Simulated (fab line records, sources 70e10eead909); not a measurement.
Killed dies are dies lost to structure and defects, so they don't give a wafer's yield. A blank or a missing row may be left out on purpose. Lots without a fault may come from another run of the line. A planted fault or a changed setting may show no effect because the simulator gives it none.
fab line records | flow nand_harc
record lots=11 wafers=33 last_day=33
route steps=1302 shown P_ZERO_WELL@61 P_GATE@132
lots that met no fault: from a run of the same line without faults
start_h: hours from the record's first day to the start of the lot's first wafer shown | wait_h: hours since the lot's step before | " the same as in the row above | L1.1+2: a row that stands for several wafers | - no value, or no start given | * or withheld: withheld | < > ~ a bound
route shown NAME@n: a module of which the file shows steps, and the number in the route of the first | usual: mean/standard deviation of fault-free wafers | same: alike in all rows | chamber/n: place in a boat | sites: the reading at each site | _std_site: their standard deviation | _edge_site: outer sites' mean less inner sites' | radius_mm: how far each site lies from the wafer's centre | mask NAME#n: copy n | behind: the tool/chamber that last shaped the wafer | hold: why the lot was held/for how many hours/how that ended | device: the transistor (n, p or np) that didn't switch | end of line: the same wafers' tests at the end of the route | a step without rows: its recipe alone | killed: dies lost to structure and defects at the first sort, not the wafer's yield | map: a wafer's dies, x killed, . not, _ none there
set.NAME: the setting as run; set.NAME@STEP: as run at that earlier step | model.NAME: the simulator's own value behind a step, which no gauge read
steps of the route over a sample of lots; a table a step, a row a wafer
services: from which hour (start_h, from the record's first day; less than 0 if before it) a tool's chamber was out of use, for how many hours, and why
## steps
# step NHARC_P_ZERO_WELL_DESCUM_54
# recipe time_s=3 o2_flow_sccm=200 ar_flow_sccm=0 bias_power_w=0 chemistry=O2
# usual drypump_motor_current_A=5.9/0.54 o2_flow_sccm=199.9/0.64 oes_product_au=1.001/0.0095 rf_vpp_V=57.7/0.84 showerhead_plenum_p_Torr=1.88/0.081 throttle_valve_pct=11.313/0.01
# same bias_power_w=0 time_s=3
# columns lot.wafer tool chamber start_h wait_h drypump_motor_current_A o2_flow_sccm oes_product_au rf_hours_counter_h rf_vpp_V showerhead_plenum_p_Torr throttle_valve_pct
L745.2 rie_diel-11 3 45.91 - 6.1 199.3 0.993 47 58.8 1.98 11.311
L745.1 " 0 " " 6.2 200.8 1.002 48 56.1 1.83 11.314
L745.3 " 1 " " 6.2 200.0 1.002 46 57.4 1.90 11.298
L746.2 rie_diel-13 3 55.66 - 5.8 200.5 0.990 21 58.3 1.97 11.316
L746.3 " 0 " " 5.1 200.7 0.993 21 57.3 1.93 11.313
L746.6 " 2 " " 6.0 200.5 1.014 - 56.9 1.79 11.308
L749.3 rie_diel-08 0 86.58 - 4.8 199.8 0.999 21 56.7 1.79 11.310
L749.6 " 0 " " 4.8 200.4 1.001 - 58.0 1.79 11.334
L749.5 " 2 " " 5.5 199.6 1.002 - 55.8 1.97 11.354
L751.1 rie_diel-13 0 106.36 - 5.0 200.4 0.989 37 59.2 1.93 11.300
L751.5 " 2 " " 6.0 200.4 1.018 - 57.6 1.78 11.311
L751.6 " 3 " " 5.8 199.6 0.991 - 55.8 1.97 11.299
L757.1 rie_diel-11 3 165.99 - 6.1 199.8 0.990 31 56.3 1.97 11.320
L757.4 " 0 " " 6.2 199.5 0.996 29 58.4 1.81 11.319
L757.5 " 3 " " 6.1 200.6 0.990 - 58.2 1.97 11.318
L760.1 rie_diel-11 1 195.62 - 6.2 199.5 1.000 34 57.7 1.89 11.313
L760.6 " 0 " " 6.2 199.6 0.992 - 55.9 1.81 11.311
L760.5 " 1 " " 6.1 200.3 0.984 - 57.3 1.89 11.306
L761.2 rie_diel-08 2 205.97 - 5.5 200.1 0.998 2 58.1 1.96 11.311
L761.1 " 0 " " 4.8 200.3 1.000 1 57.0 1.78 11.305
L761.5 " 3 " " 6.3 199.1 0.996 - 58.7 2.08 11.305
L762.2 rie_diel-11 0 215.80 - 6.2 200.9 1.000 45 56.1 1.81 11.307
L762.4 " 1 " " 6.2 200.3 1.004 40 58.3 1.88 11.323
L762.6 " 3 " " 6.1 200.0 0.978 - 58.3 1.96 11.330
L763.1 rie_diel-08 1 226.44 - 6.5 199.3 1.021 10 57.0 1.88 11.308
L763.4 " 3 " " 6.2 200.7 1.000 8 58.3 2.07 11.303
L763.3 " 0 " " 4.9 200.7 1.010 8 57.2 1.78 11.324
L764.3 rie_diel-11 3 236.43 - 6.1 199.5 0.990 56 57.8 1.96 11.317
L764.1 " 0 " " 6.2 200.6 0.999 56 56.3 1.81 11.297
L764.4 " 2 " " 6.6 200.0 0.988 50 58.4 1.90 11.313
L766.2 rie_diel-13 0 256.20 - 5.1 199.0 1.012 28 56.3 1.91 11.308
L766.1 " 1 " " 6.6 200.4 1.014 20 58.0 1.81 11.308
L766.5 " 2 " " 6.0 199.9 1.015 - 57.7 1.77 11.319
# step NHARC_P_GATE_DEP_103
# recipe target_thk_a=300 target_thk_nm=30 temp_c=400 flow_sccm=200 rf_w=350 material=SiON
# usual heater_power_outer_w=427/50 heater_power_w=720/62 susceptor_temp_C=400.01/0.21
# columns lot.wafer tool chamber start_h wait_h heater_power_outer_w heater_power_w susceptor_temp_C
L745.1 pecvd-02 1 117.33 0.6 427 674 400.00
L745.2 " 2 " " 392 684 399.96
L745.3 " 0 " " 425 697 400.31
L746.2 pecvd-03 1 125.35 0.5 382 713 399.73
L746.3 " 2 " " 380 659 399.50
L746.6 " 0 " " 415 697 400.02
L749.3 pecvd-03 2 164.15 0.4 393 674 400.14
L749.5 " 1 " " 377 697 399.89
L749.6 " 0 " " 433 712 400.00
L751.1 pecvd-02 1 174.43 0.5 496 777 399.63
L751.5 " 1 " " 503 762 399.73
L751.6 " 0 " " 372 623 400.11
L757.1 pecvd-03 1 245.87 0.5 374 683 400.04
L757.5 " 1 " " 364 688 399.95
L757.4 " 2 " " 347 626 400.35
L760.1 pecvd-02 0 267.98 0.6 387 646 400.18
L760.6 " 2 " " 406 684 399.68
L760.5 " 0 " " 390 652 400.51
L761.1 pecvd-01 2 275.76 0.6 481 720 399.75
L761.2 " 0 " " 486 846 399.83
L761.5 " 0 " " 491 836 399.92
L762.2 pecvd-02 0 300.78 0.5 352 613 400.09
L762.4 " 1 " " 510 781 400.27
L762.6 " 0 " " 354 627 400.05
L763.3 pecvd-01 0 300.84 0.4 464 821 399.91
L763.1 " 1 " " 498 801 400.19
L763.4 " 0 " " 475 815 399.89
L764.3 pecvd-03 1 307.07 0.4 363 679 400.19
L764.1 " 0 " " 327 578 400.11
L764.4 " 1 " " 380 660 399.83
L766.2 pecvd-03 2 333.81 0.5 440 750 400.28
L766.1 " 0 " " 336 615 400.02
L766.5 " 1 " " 384 714 400.34
# step NHARC_P_GATE_EXPOSE_23
# recipe na=1.35 target_cd_nm=120 dose_mj=93.91 mask_id=P_GATE
# usual stage_vel_mm_s=499.97/0.27
# columns lot.wafer tool chamber start_h wait_h mask stage_vel_mm_s
L745.1 arfi_scanner-03 0 117.74 - P_GATE#0 499.85
L745.2 " 0 " " P_GATE#0 499.98
L745.3 " 0 " " P_GATE#0 499.81
L746.2 arfi_scanner-01 0 125.86 - P_GATE#0 500.48
L746.3 " 0 " " P_GATE#0 499.94
L746.6 " 0 " " P_GATE#0 500.29
L749.3 arfi_scanner-02 0 164.67 - P_GATE#0 500.39
L749.5 " 0 " " P_GATE#0 499.83
L749.6 " 0 " " P_GATE#0 499.76
L751.1 arfi_scanner-02 0 174.87 - P_GATE_R1#0 499.59
L751.5 " 0 " " P_GATE_R1#0 499.86
L751.6 " 0 " " P_GATE_R1#0 500.23
L757.1 arfi_scanner-01 0 246.41 - P_GATE#0 499.88
L757.4 " 0 " " P_GATE#0 499.86
L757.5 " 0 " " P_GATE#0 499.93
L760.1 arfi_scanner-01 0 268.33 - P_GATE#0 500.38
L760.5 " 0 " " P_GATE#0 500.14
L760.6 " 0 " " P_GATE#0 500.24
L761.1 arfi_scanner-02 0 276.30 - P_GATE#0 499.73
L761.2 " 0 " " P_GATE#0 499.57
L761.5 " 0 " " P_GATE#0 500.05
L762.2 arfi_scanner-01 0 301.27 - P_GATE#0 500.02
L762.4 " 0 " " P_GATE#0 499.91
L762.6 " 0 " " P_GATE#0 499.76
L763.1 arfi_scanner-02 0 301.42 - P_GATE#0 500.05
L763.3 " 0 " " P_GATE#0 500.19
L763.4 " 0 " " P_GATE#0 500.09
L764.1 arfi_scanner-03 0 307.60 - P_GATE#0 500.33
L764.3 " 0 " " P_GATE#0 500.02
L764.4 " 0 " " P_GATE#0 500.01
L766.1 arfi_scanner-03 0 334.20 - P_GATE#0 499.59
L766.2 " 0 " " P_GATE#0 499.42
L766.5 " 0 " " P_GATE#0 499.41
# step NHARC_P_GATE_CD_MEAS_26
# recipe target_cd_nm=120 landing_energy_ev=500
# usual cd_nm=120.3/0.59
# same landing_energy_ev=500
# columns lot.wafer tool chamber start_h wait_h cd_nm
L745.1 cd_sem-03 0 117.88 - 120.0
L745.2 " 0 " " 120.8
L745.3 " 0 " " 120.0
L746.2 cd_sem-01 0 126.00 - 120.1
L746.3 " 0 " " 120.3
L746.6 " 0 " " 121.4
L749.3 cd_sem-01 0 164.81 - 120.0
L749.5 " 0 " " 120.2
L749.6 " 0 " " 120.7
L751.1 cd_sem-02 0 175.01 - 113.1
L751.5 " 0 " " 113.7
L751.6 " 0 " " 113.2
L757.1 cd_sem-01 0 246.55 - 119.6
L757.4 " 0 " " 119.7
L757.5 " 0 " " 120.5
L760.1 cd_sem-02 0 268.47 - 119.9
L760.5 " 0 " " 120.1
L760.6 " 0 " " 119.4
L761.1 cd_sem-02 0 276.44 - 119.8
L761.2 " 0 " " 120.3
L761.5 " 0 " " 120.1
L762.2 cd_sem-03 0 301.41 - 120.2
L762.4 " 0 " " 119.9
L762.6 " 0 " " 120.0
L763.1 cd_sem-01 0 301.56 - 121.5
L763.3 " 0 " " 121.7
L763.4 " 0 " " 121.4
L764.1 cd_sem-02 0 307.74 - 120.8
L764.3 " 0 " " 119.8
L764.4 " 0 " " 120.5
L766.1 cd_sem-02 0 334.34 - 118.8
L766.2 " 0 " " 120.6
L766.5 " 0 " " 119.3
# step NHARC_P_GATE_ETCH_114
# recipe target_depth_a=300 overetch_a=30 time_s=16.5 ion_energy_ev=100 cf4_flow_sccm=80 o2_flow_sccm=20 ar_flow_sccm=0 rf_w=300 bias_w=100 chemistry=CF4/O2
# usual cf4_flow_sccm=80.00/0.23 drypump_motor_current_A=5.9/0.32 o2_flow_sccm=20.00/0.058 oes_product_au=0.995/0.0098 rf_vpp_V=198.0/1.5 showerhead_plenum_p_Torr=1.34/0.066 throttle_valve_pct=13.397/0.0095
# same time_s=16.5
# columns lot.wafer tool chamber start_h wait_h cf4_flow_sccm drypump_motor_current_A o2_flow_sccm oes_product_au rf_hours_counter_h rf_vpp_V showerhead_plenum_p_Torr throttle_valve_pct
L745.1 rie_diel-04 1 - - 80.09 5.4 19.95 0.989 8 199.6 1.43 13.389
L745.2 " 2 " " 80.37 5.7 20.01 1.000 9 197.8 1.38 13.417
L745.3 " 3 " " 79.80 6.5 19.96 1.009 7 200.4 1.43 13.401
L746.2 rie_diel-12 3 - - 80.28 5.8 19.94 0.999 2 196.1 1.25 13.391
L746.3 " 1 " " 79.93 6.2 20.08 0.985 2 196.9 1.27 13.388
L746.6 " 0 " " 79.97 6.0 19.97 1.006 - 195.5 1.26 13.402
L749.3 rie_diel-04 3 - - 80.12 6.5 20.05 1.012 9 198.4 1.43 13.396
L749.5 " 3 " " 79.84 6.5 20.05 1.011 - 200.2 1.43 13.402
L749.6 " 0 " " 79.67 5.4 19.96 0.992 - 198.3 1.37 13.398
L751.1 rie_diel-04 1 - - 79.77 5.4 20.13 0.997 9 199.0 1.43 13.392
L751.6 " 0 " " 79.68 5.4 19.89 0.980 - 199.2 1.37 13.399
L751.5 " 1 " " 80.33 5.4 20.05 0.990 - 200.4 1.43 13.413
L757.4 rie_diel-04 1 - - 79.82 5.4 20.07 1.005 2 199.0 1.43 13.390
L757.1 " 0 " " 80.05 5.5 19.98 0.992 2 198.5 1.37 13.409
L757.5 " 1 " " 80.21 5.4 20.07 1.006 - 199.5 1.43 13.388
L760.1 rie_diel-04 3 - - 80.43 6.5 19.97 0.989 3 198.3 1.43 13.397
L760.6 " 2 " " 80.48 5.6 20.14 0.985 - 197.9 1.37 13.385
L760.5 " 3 " " 80.43 6.5 19.99 0.997 - 199.3 1.43 13.403
L761.2 rie_diel-10 1 - - 80.08 6.1 19.89 0.993 2 198.6 1.26 13.406
L761.1 " 3 " " 80.31 6.1 20.05 0.999 2 199.1 1.35 13.407
L761.5 " 1 " " 79.96 6.1 19.93 0.996 - 196.8 1.26 13.393
L762.4 rie_diel-04 3 - - 80.22 6.5 20.04 0.980 4 200.0 1.43 13.378
L762.2 " 2 " " 80.24 5.6 20.00 0.979 4 198.9 1.37 13.405
L762.6 " 3 " " 79.85 6.5 20.02 0.996 - 199.6 1.43 13.412
L763.4 rie_diel-10 3 - - 80.07 6.1 20.07 1.000 4 197.1 1.35 13.402
L763.3 " 0 " " 79.95 6.2 19.99 1.005 4 199.3 1.35 13.398
L763.1 " 1 " " 80.11 6.1 19.98 0.998 4 195.7 1.26 13.410
L764.3 rie_diel-12 2 - - 79.85 5.6 19.91 0.987 1 199.1 1.34 13.415
L764.4 " 0 " " 79.70 6.0 19.98 1.005 2 197.0 1.26 13.392
L764.1 " 1 " " 80.10 6.2 20.03 0.982 2 196.5 1.27 13.396
L766.1 rie_diel-04 2 - - 80.08 5.6 19.92 0.993 5 199.8 1.37 13.399
L766.2 " 3 " " 79.72 6.5 19.97 1.004 5 200.8 1.43 13.401
L766.5 " 3 " " 79.69 6.5 20.10 1.001 - 199.6 1.43 13.405
## services
# columns tool chamber start_h hours kind
arfi_scanner-02 - 26.83 118.0 repair
rie_diel-11 3 27.81 3.5 repair
rie_diel-04 3 39.11 13.5 repair
pecvd-02 0 45.99 10.5 repair
pecvd-02 - 46.00 13.0 pm
pecvd-03 - 77.05 1.3 repair
arfi_scanner-01 - 80.00 4.0 pm
rie_diel-11 - 81.60 9.0 pm
rie_diel-04 1 86.24 1.5 repair
pecvd-03 0 108.13 9.7 repair
rie_diel-04 - 115.13 0.1 repair
arfi_scanner-01 - 126.66 0.2 repair
arfi_scanner-02 - 144.87 4.0 pm
rie_diel-04 - 177.90 9.0 pm
pecvd-03 - 185.31 13.0 pm
arfi_scanner-01 - 210.96 0.9 repair
arfi_scanner-02 - 216.31 2.7 repair
pecvd-02 1 217.51 4.9 repair
rie_diel-11 1 218.96 1.8 repair
arfi_scanner-01 - 221.82 8.0 repair
pecvd-02 - 227.00 13.0 pm
arfi_scanner-01 - 237.93 1.4 repair
rie_diel-11 - 258.98 9.0 pm
rie_diel-04 - 317.41 0.2 repair
## key
first_sign step=NHARC_P_GATE_EXPOSE_23 reading=mask direction=changed
effect step=NHARC_P_GATE_CD_MEAS_26 reading=cd_nm direction=down sigmas=12 usual=120.3 struck=113.3
met_at NHARC_P_GATE_EXPOSE_23
struck_lots L751
tester_left_out L751
not_acting_at NHARC_P_ZERO_WELL_DESCUM_54,NHARC_P_GATE_DEP_103,NHARC_P_GATE_ETCH_114
onset_between 164.67 174.87
fault kind=wrong_mask tool=any chamber=- onset_h=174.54 steps=NHARC_P_GATE_EXPOSE_23 aux_copy=P_GATE_R1#0 cd_offset_nm=-7.7113 scope=struck_lots_only
# tester_left_out: of these lots the tester's yield and bins aren't shown, on N5 and GAA mostly nor the transistor test; their killed dies are dies lost to structure and defects alone, not to doping, threshold or leakage, so they don't give the yield
